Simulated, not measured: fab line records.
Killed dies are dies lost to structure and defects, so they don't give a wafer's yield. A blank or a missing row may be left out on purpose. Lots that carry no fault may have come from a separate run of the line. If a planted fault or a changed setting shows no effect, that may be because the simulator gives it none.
Which tool is to blame? ; flow nand_harc ; 23 lots, 69 wafers sampled, at 4 steps of a route of 1302

WHAT THE GAUGES READ, wafer by wafer
NHARC_A_M0_OVL_MEAS_10: pitch 160 nm. Usual: overlay_x_nm 0.1 nm, standard deviation 0.79; overlay_y_nm -0.3 nm, standard deviation 1.2.
lot;measured;on;overlay_x_nm (nm);overlay_y_nm (nm);flag
L074;day 23 03:46;overlay-02;-1.2 -1.1 -1.4;-0.9 -0.6 -0.6;
L075;day 23 17:42;overlay-02;0.5 -0.2 -0.8;0.5 0.0 0.2;
L076;day 24 00:08;overlay-01;1.0 0.1 0.4;1.5 1.5 1.1;
L078;day 24 05:44;overlay-02;-1.1 -1.1 -0.9;0.0 -0.4 -0.4;
L077;day 24 06:28;overlay-02;-0.6 -0.1 0.1;-0.9 -0.5 -1.0;
L079;day 24 11:51;overlay-02;-1.6 -1.9 -1.2;-1.2 -1.1 -0.9;
L080;day 25 04:44;overlay-02;0.6 1.0 0.9;-0.4 -0.6 -0.3;
L081;day 25 07:37;overlay-02;0.0 0.3 0.2;0.5 0.5 0.3;
L082;day 26 04:48;overlay-02;0.6 0.4 0.9;0.5 0.7 0.7;
L083;day 27 03:29;overlay-02;1.1 0.9 0.7;-0.7 -1.2 -1.3;
L084;day 27 09:09;overlay-02;-1.1 -1.1 -0.8;-0.9 -0.2 -0.4;
L085;day 27 10:26;overlay-01;0.1 0.3 0.0;0.8 0.4 0.9;
L087;day 28 12:50;overlay-01;0.7 1.1 0.3;0.5 0.3 0.9;
L088;day 28 18:21;overlay-01;0.2 -0.3 -0.6;-0.3 0.4 0.6;
L089;day 29 00:35;overlay-02;0.8 0.9 0.8;0.3 0.5 0.3;
L090;day 29 02:17;overlay-02;0.2 0.8 0.4;0.0 0.4 0.3;
L091;day 29 18:56;overlay-01;-0.3 -0.3 -0.7;1.9 1.7 1.2;
L092;day 29 20:04;overlay-02;-0.6 -0.5 0.1;-0.7 -0.9 -0.4;
L093;day 30 10:30;overlay-01;0.6 0.9 0.8;-2.9 -2.7 -2.5;
L095;day 31 01:22;overlay-01;0.6 -0.4 0.4;1.7 2.3 2.1;
L096;day 31 02:57;overlay-02;1.2 1.0 1.6;-2.5 -3.0 -2.0;
L094;day 31 15:22;overlay-01;-0.1 0.3 0.2;-1.6 -1.7 -1.2;
L097;day 32 03:34;overlay-01;0.0 0.8 0.2;-0.3 -0.7 -0.9;

NHARC_A_M0_CD_MEAS_16. Usual: 80.1 nm for cd_nm, sd 1.1.
lot;measured;on;cd_nm (nm);flag
L074;day 23 04:10;cd_sem-02;81.2 80.0 79.8;
L075;day 23 18:07;cd_sem-01;79.3 80.1 78.1;
L076;day 24 00:32;cd_sem-02;80.2 81.4 82.4;
L078;day 24 06:08;cd_sem-01;81.2 79.4 80.4;
L077;day 24 06:52;cd_sem-03;80.2 79.8 78.9;
L079;day 24 12:14;cd_sem-01;80.0 79.5 79.4;
L080;day 25 05:08;cd_sem-02;79.5 78.6 80.8;
L081;day 25 08:00;cd_sem-02;80.8 80.6 81.6;
L082;day 26 05:14;cd_sem-03;80.0 81.7 80.0;
L083;day 27 03:56;cd_sem-01;78.1 79.1 80.9;
L084;day 27 09:33;cd_sem-01;78.8 79.7 79.0;
L085;day 27 10:50;cd_sem-02;80.9 81.8 79.7;
L087;day 28 13:14;cd_sem-03;80.5 76.9 80.3;
L088;day 28 18:45;cd_sem-02;81.7 78.7 78.9;
L089;day 29 01:01;cd_sem-02;80.7 81.7 79.5;
L090;day 29 02:41;cd_sem-01;81.0 80.4 82.6;
L091;day 29 19:19;cd_sem-03;79.2 79.2 80.4;
L092;day 29 20:28;cd_sem-03;79.9 78.8 79.7;
L093;day 30 10:54;cd_sem-01;78.9 81.4 80.1;
L095;day 31 01:49;cd_sem-03;78.3 81.5 81.3;
L096;day 31 03:20;cd_sem-03;79.2 80.5 80.2;
L094;day 31 15:46;cd_sem-01;79.1 79.7 79.7;
L097;day 32 04:01;cd_sem-02;80.7 81.1 79.6;

EACH LOT AND THE TOOL THAT RAN IT (in order: tool; ch and the chambers of the sampled wafers; start)
lot;NHARC_A_CONTACT_ETCH_30;NHARC_A_BLC_ETCH_16
L074;rie_diel-03 ch 1,2,3, day 22 23:55 or earlier;rie_diel-07 ch 1,2, day 22 23:55
L075;rie_diel-03 ch 0,1,3, day 23 13:50 or earlier;rie_diel-04 ch 0,2, day 23 13:50
L076;rie_diel-12 ch 0,3, day 23 20:12 or earlier;rie_diel-04 ch 1,2,3, day 23 20:12
L078;rie_diel-12 ch 1,3, day 24 01:54 or earlier;rie_diel-07 ch 0,1,2, day 24 01:54
L077;rie_diel-06 ch 1,2, day 24 02:38 or earlier;rie_diel-04 ch 0,2,3, day 24 02:38
L079;rie_diel-03 ch 0,2, day 24 08:07 or earlier;rie_diel-07 ch 0,2,3, day 24 08:07
L080;rie_diel-06 ch 0,1,3, day 25 00:53 or earlier;rie_diel-07 ch 0,1,2, day 25 00:53
L081;rie_diel-12 ch 2,3, day 25 03:46 or earlier;rie_diel-07 ch 1,2, day 25 03:46
L082;rie_diel-12 ch 0,1,2, day 26 00:56 or earlier;rie_diel-07 ch 0,1,3, day 26 00:56
L083;rie_diel-12 ch 0,3, day 26 23:34 or earlier;rie_diel-04 ch 0,3, day 26 23:34
L084;rie_diel-03 ch 1,2,3, day 27 05:11 or earlier;rie_diel-07 ch 0,1,2, day 27 05:11
L085;rie_diel-03 ch 0,1,3, day 27 06:44 or earlier;rie_diel-04 ch 1,2,3, day 27 06:44
L087;rie_diel-12 ch 0,2,3, day 28 09:00 or earlier;rie_diel-04 ch 0,1,2, day 28 09:00
L088;rie_diel-03 ch 0,2,3, day 28 14:29 or earlier;rie_diel-07 ch 1,2, day 28 14:29
L089;rie_diel-03 ch 0,2,3, day 28 20:43 or earlier;rie_diel-04 ch 1,3, day 28 20:43
L090;rie_diel-12 ch 0,1, day 28 22:24 or earlier;rie_diel-04 ch 1,3, day 28 22:24
L091;rie_diel-03 ch 0,3, day 29 14:56 or earlier;rie_diel-07 ch 0,2,3, day 29 14:56
L092;rie_diel-12 ch 2,3, day 29 16:12 or earlier;rie_diel-04 ch 0,2,3, day 29 16:12
L093;rie_diel-03 ch 0,1,3, day 30 06:48 or earlier;rie_diel-04 ch 1,2,3, day 30 06:48
L095;rie_diel-12 ch 0,2,3, day 30 21:23 or earlier;rie_diel-07 ch 0,3, day 30 21:23
L096;rie_diel-06 ch 0,1,2, day 30 23:02 or earlier;rie_diel-07 ch 1,2,3, day 30 23:02
L094;rie_diel-03 ch 1,2,3, day 31 11:28 or earlier;rie_diel-07 ch 1,2,3, day 31 11:28
L097;rie_diel-12 ch 0,1,3, day 31 23:49 or earlier;rie_diel-09 ch 1,3, day 31 23:49
- NHARC_A_CONTACT_ETCH_30: etches the open film in CF4/CHF3, target depth 72.6 nm, time 36.3 s.
- NHARC_A_BLC_ETCH_16: etches the open film in CF4, target depth 39 nm, time 65 s.

WHAT THE TOOLS THEMSELVES READ (means of the sampled wafers that have a number; where no wafer has one, the mark that the record gives instead)
NHARC_A_CONTACT_ETCH_30. Usual: chamber_pressure_mTorr 24.999 mTorr, standard deviation 0.024; drypump_motor_current_A 5.7 A, standard deviation 0.41; oes_product_au 0.937 a.u., standard deviation 0.024; rf_vpp_V 369.8 V, standard deviation 2; showerhead_plenum_p_Torr 1.55 Torr, standard deviation 0.059; throttle_valve_pct 16.803 %, standard deviation 0.01.
lot;tool;chamber_pressure_mTorr (mTorr);drypump_motor_current_A (A);oes_product_au (a.u.);rf_vpp_V (V);showerhead_plenum_p_Torr (Torr);throttle_valve_pct (%);flag
L074;rie_diel-03;24.991;5.8;0.965;370.1;1.57;16.796;
L075;rie_diel-03;25.001;5.8;0.964;369.6;1.54;16.806;
L076;rie_diel-12;25.004;5.2;0.920;369.5;1.55;16.808;
L078;rie_diel-12;25.008;5.9;0.927;371.8;1.60;16.802;
L077;rie_diel-06;25.015;5.1;0.930;371.2;1.57;16.789;
L079;rie_diel-03;25.011;6.1;0.921;368.5;1.53;16.805;
L080;rie_diel-06;25.010;5.2;0.920;372.0;1.62;16.798;
L081;rie_diel-12;24.978;5.8;0.934;370.2;1.57;16.800;
L082;rie_diel-12;25.002;5.5;0.923;368.0;1.51;16.799;
L083;rie_diel-12;24.994;5.2;0.923;369.8;1.55;16.791;
L084;rie_diel-03;24.996;5.8;0.913;370.1;1.56;16.807;
L085;rie_diel-03;24.986;5.8;0.975;369.2;1.53;16.797;
L087;rie_diel-12;25.007;5.5;0.931;369.3;1.53;16.798;
L088;rie_diel-03;25.017;6.0;0.966;369.0;1.53;16.802;
L089;rie_diel-03;25.001;6.0;0.922;369.2;1.53;16.805;
L090;rie_diel-12;24.992;5.2;0.931;368.5;1.52;16.806;
L091;rie_diel-03;25.004;6.0;0.969;368.6;1.49;16.812;
L092;rie_diel-12;25.043;5.8;0.927;370.7;1.57;16.805;
L093;rie_diel-03;24.995;5.8;0.928;368.3;1.52;16.800;
L095;rie_diel-12;24.985;5.5;0.930;369.8;1.53;16.804;
L096;rie_diel-06;24.997;5.3;0.965;371.7;1.61;16.800;
L094;rie_diel-03;25.021;5.8;0.923;370.5;1.55;16.810;
L097;rie_diel-12;24.981;5.6;0.929;370.3;1.56;16.802;

NHARC_A_BLC_ETCH_16. Usual: chamber_pressure_mTorr 50.00 mTorr, standard deviation 0.042; drypump_motor_current_A 6.0 A, standard deviation 0.42; oes_product_au 1.000 a.u., standard deviation 0.012; rf_vpp_V 151.4 V, standard deviation 1.3; showerhead_plenum_p_Torr 1.78 Torr, standard deviation 0.078; throttle_valve_pct 13.284 %, standard deviation 0.009.
lot;tool;chamber_pressure_mTorr (mTorr);drypump_motor_current_A (A);oes_product_au (a.u.);rf_vpp_V (V);showerhead_plenum_p_Torr (Torr);throttle_valve_pct (%);flag
L074;rie_diel-07;49.99;5.9;1.005;150.5;1.69;13.275;
L075;rie_diel-04;50.03;6.4;0.998;151.8;1.81;13.291;
L076;rie_diel-04;50.01;5.9;1.008;150.8;1.78;13.276;
L078;rie_diel-07;49.99;6.1;1.007;151.4;1.76;13.285;
L077;rie_diel-04;50.02;6.3;0.999;151.8;1.82;13.279;
L079;rie_diel-07;50.00;6.0;0.998;151.0;1.77;13.295;
L080;rie_diel-07;50.00;6.1;0.996;150.6;1.76;13.286;
L081;rie_diel-07;49.98;6.2;0.999;150.6;1.73;13.286;
L082;rie_diel-07;49.97;6.2;0.991;151.4;1.81;13.296;
L083;rie_diel-04;50.02;6.3;1.005;151.9;1.86;13.282;
L084;rie_diel-07;50.02;6.1;1.002;150.7;1.76;13.276;
L085;rie_diel-04;50.00;5.9;1.011;151.8;1.78;13.285;
L087;rie_diel-04;50.07;6.0;1.002;151.1;1.77;13.286;
L088;rie_diel-07;50.03;5.9;1.001;150.4;1.69;13.293;
L089;rie_diel-04;50.01;5.7;1.004;152.7;1.84;13.292;
L090;rie_diel-04;49.97;5.7;1.005;151.7;1.84;13.283;
L091;rie_diel-07;49.98;6.0;0.985;151.3;1.77;13.286;
L092;rie_diel-04;50.00;6.3;0.992;152.1;1.82;13.283;
L093;rie_diel-04;49.99;5.9;1.009;151.6;1.78;13.283;
L095;rie_diel-07;49.96;6.1;0.983;151.3;1.82;13.281;
L096;rie_diel-07;50.04;6.1;0.991;150.8;1.74;13.286;
L094;rie_diel-07;49.98;6.1;0.996;150.7;1.74;13.280;
L097;rie_diel-09;49.99;5.3;1.005;150.3;1.69;13.293;

THE ANSWER, worked out from the rows above alone
Rule: lot off if the mean of its wafers having a number is beyond 3 standard deviations from the usual mean. A lot without any number at a reading at which 4 lots or more have one is off too. The other lots that the step has rows for count as sound. Order of review: gauges by route order, followed by the tools' own readings, for which a lot's mean as printed above is used. The first step at which some lot is off is used, and at that step the reading that is off furthest; a lot without a number counts as furthest.
Nothing can be told from this: no lot is off at any reading shown.

WHAT HAD BEEN PUT IN BY THE SIMULATOR
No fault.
